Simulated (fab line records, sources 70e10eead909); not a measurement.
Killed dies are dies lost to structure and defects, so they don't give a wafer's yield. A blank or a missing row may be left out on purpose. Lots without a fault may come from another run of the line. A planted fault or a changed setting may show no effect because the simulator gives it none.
Chamber matching | flow nand_harc | NHARC_A_BLC_CMP_25 on cmp-03: 4 sister chambers
The step polishes, t overpolish 30 s, target thk 150 nm. 8 wafers are shown with their chamber, then 7 later ones without.

WAFERS WITH THEIR CHAMBER
wafer  | chamber | motor_current_A (A) | time_to_endpoint_s (s)
L080.1 | 2       | 11.6                | 31
L080.6 | 2       | 11.6                | 30
L084.1 | 0       | 11.4                | 30
L084.6 | 1       | 10.7                | 34
L087.5 | 0       | 11.0                | 29
L087.6 | 3       | 11.8                | 30
L094.1 | 1       | 11.1                | 33
L094.4 | 3       | 12.3                | 28

WAFERS WITHOUT THEIR CHAMBER
wafer  | motor_current_A (A) | time_to_endpoint_s (s)
L094.5 | 11.2                | 28
L095.1 | 11.7                | 34
L095.4 | 11.5                | 36
L095.5 | 10.8                | 33
L096.2 | 10.9                | 26
L096.3 | 11.3                | 26
L096.6 | 10.8                | 25

WHICH CHAMBER EACH WENT THROUGH
wafer  | from the rows above          | in truth
L094.5 | can't be placed: 0 or 2 or 3 | 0
L095.1 | can't be placed: 1 or 2      | 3
L095.4 | 1                            | 1
L095.5 | 1                            | 1
L096.2 | can't be placed: 0 or 3 or 2 | 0
L096.3 | can't be placed: 0 or 3 or 2 | 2
L096.6 | can't be placed: 0 or 3 or 2 | 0
Placed correctly: 2 of 7. Can't be placed from these rows: 5 (the true chamber is among the candidates in 4). Placed wrongly: 0.
How it was worked out, from the rows above alone: a wafer's distance from a chamber is the root of the sum, over the readings, of the square of ((its reading less the chamber's mean) divided by the reading's scatter). The wafer belongs to the nearest chamber; if the next one is less than 2 further off, it can't be placed. A chamber's mean is the mean of its shown wafers. The scatter: the root of (the sum of the squares of (reading less its chamber's mean) over the shown wafers, divided by (wafers less chambers)).
